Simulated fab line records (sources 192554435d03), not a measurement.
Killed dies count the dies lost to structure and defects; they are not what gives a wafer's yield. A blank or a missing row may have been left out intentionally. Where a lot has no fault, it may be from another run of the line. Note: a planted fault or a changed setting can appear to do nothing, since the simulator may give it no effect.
Split-lot study	flow n5Finfet	7 lots, 21 wafers read, on a route of 1938 steps

## THE SPLIT ITSELF
At N5_BEOL_M5_TRENCH_ETCH_37 (etches SiCOH lowk in C4F6/O2, target depth 71.652 nm, time 24.7 s), the setting biasW was moved away from the recipe's 185 W on 4 of the 21 wafers read, by -16.4% to -8.3%. For the rest of the wafers, this setting stayed at what the recipe calls for.

The split's own step is where the reading is taken.

## THE READING
rfVppV, in V, at N5_BEOL_M5_TRENCH_ETCH_37 (etches SiCOH lowk in C4F6/O2, target depth 71.652 nm, time 24.7 s). A value of 660 V with a standard deviation of 9.4 V is what fault-free wafers of this fab line usually give.

wafer	tool, chamber at the split	biasW as run, W	against the recipe	rfVppV, V	against lot-mates on the recipe
L074.2	rieDiel-05, 1	169.7	-8.3%	602	-46
L074.3	rieDiel-05, 2	185	recipe	648	-
L074.6	rieDiel-05, 3	169.7	-8.3%	624	-24
L076.1	rieDiel-05, 2	185	recipe	649	-
L076.2	rieDiel-05, 0	185	recipe	661	-
L076.5	rieDiel-05, 0	185	recipe	660	-
L083.2	rieDiel-04, 3	185	recipe	647	-
L083.3	rieDiel-04, 2	185	recipe	667	-
L083.5	rieDiel-04, 3	185	recipe	647	-
L084.1	rieDiel-02, 1	185	recipe	668	-
L084.3	rieDiel-02, 2	185	recipe	654	-
L084.6	rieDiel-02, 2	185	recipe	655	-
L092.1	rieDiel-04, 3	185	recipe	645	-
L092.4	rieDiel-04, 3	160.5	-13.2%	577	-81
L092.6	rieDiel-04, 0	185	recipe	671	-
L095.1	rieDiel-02, 1	185	recipe	667	-
L095.2	rieDiel-02, 2	185	recipe	654	-
L095.4	rieDiel-02, 3	185	recipe	660	-
L094.1	rieDiel-05, 3	154.6	-16.4%	580	-74
L094.3	rieDiel-05, 2	185	recipe	649	-
L094.5	rieDiel-05, 0	185	recipe	660	-

FIT RESULTS
A straight line over all 21 wafers: rfVppV changes by +5.2 V for each +1% of biasW; r = +0.94; the points scatter about the line by 9.1 V.
The same after taking each lot's own level away (the mean of its wafers on the recipe; 21 wafers): +4.95 V for each +1%; r = +0.94; scatter 9.1 V.
That fit puts the effect of the largest move of biasW on the reading at 81 V.
The lots' own levels span 648.0 to 660.3 V, that is 1.3 times the standard deviation above.
Consequently the slope shifts little with the lot-to-lot level, the two slopes agreeing.
Check: for one of the wafers moved furthest among these (-16.4%), held out of the fit, the line's prediction against its lot-mates is -87.2 V. It came out at -74.5 V against them.
Tool readings at the split's step, against how far the setting was moved: rfVppV r = +0.94.

## THESE WAFERS: OTHER SPLITS
Other splits were also applied to these wafers ahead of the reading. Each is held against what the fit with the lots' levels taken away leaves over:
other split on the same wafers	wafers away from the commonest value	r with rfVppV (lot level and that fit taken away)
N5_BEOL_M1_ETCH_64 sourceW	6	+0.29
N5_BEOL_M2_HM_DEP_02 targetThkA	6	+0.23
N5_BEOL_M2_COAT_61 tempC	2	+0.28
N5_BEOL_M3_COAT_22 spinRpm	7	+0.22
N5_BEOL_M3_DESCUM_33 timeS	1	+0.34
N5_BEOL_M4_COAT_05 spinRpm	7	+0.23
N5_BEOL_M5_VIA_ETCH_34 biasW	10	-0.10

## THE WHOLE CHAIN: every reading that the file lists as answering this split, in the file's order
step	what it does	reading	change (the file's fit)	r (the file's)
N5_BEOL_M5_TRENCH_ETCH_37	etches SiCOH lowk in C4F6/O2, target depth 71.652 nm, time 24.7 s	rfVppV	+5.04 V for each +1% of the setting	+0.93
N5_BEOL_M5_TRENCH_ETCH_37	etches SiCOH lowk in C4F6/O2, target depth 71.652 nm, time 24.7 s	BEOL_M5.featureDepthNm (the simulator's own value, which no gauge read)	+0.288 nm for each +1% of the setting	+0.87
N5_BEOL_M5_TRENCH_ETCH_37	etches SiCOH lowk in C4F6/O2, target depth 71.652 nm, time 24.7 s	etch.depthNm (the simulator's own value, which no gauge read)	+0.289 nm for each +1% of the setting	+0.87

## FILE'S OWN FIT
rfVppV changes by +5.04 V for each +1% of biasW, r = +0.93.
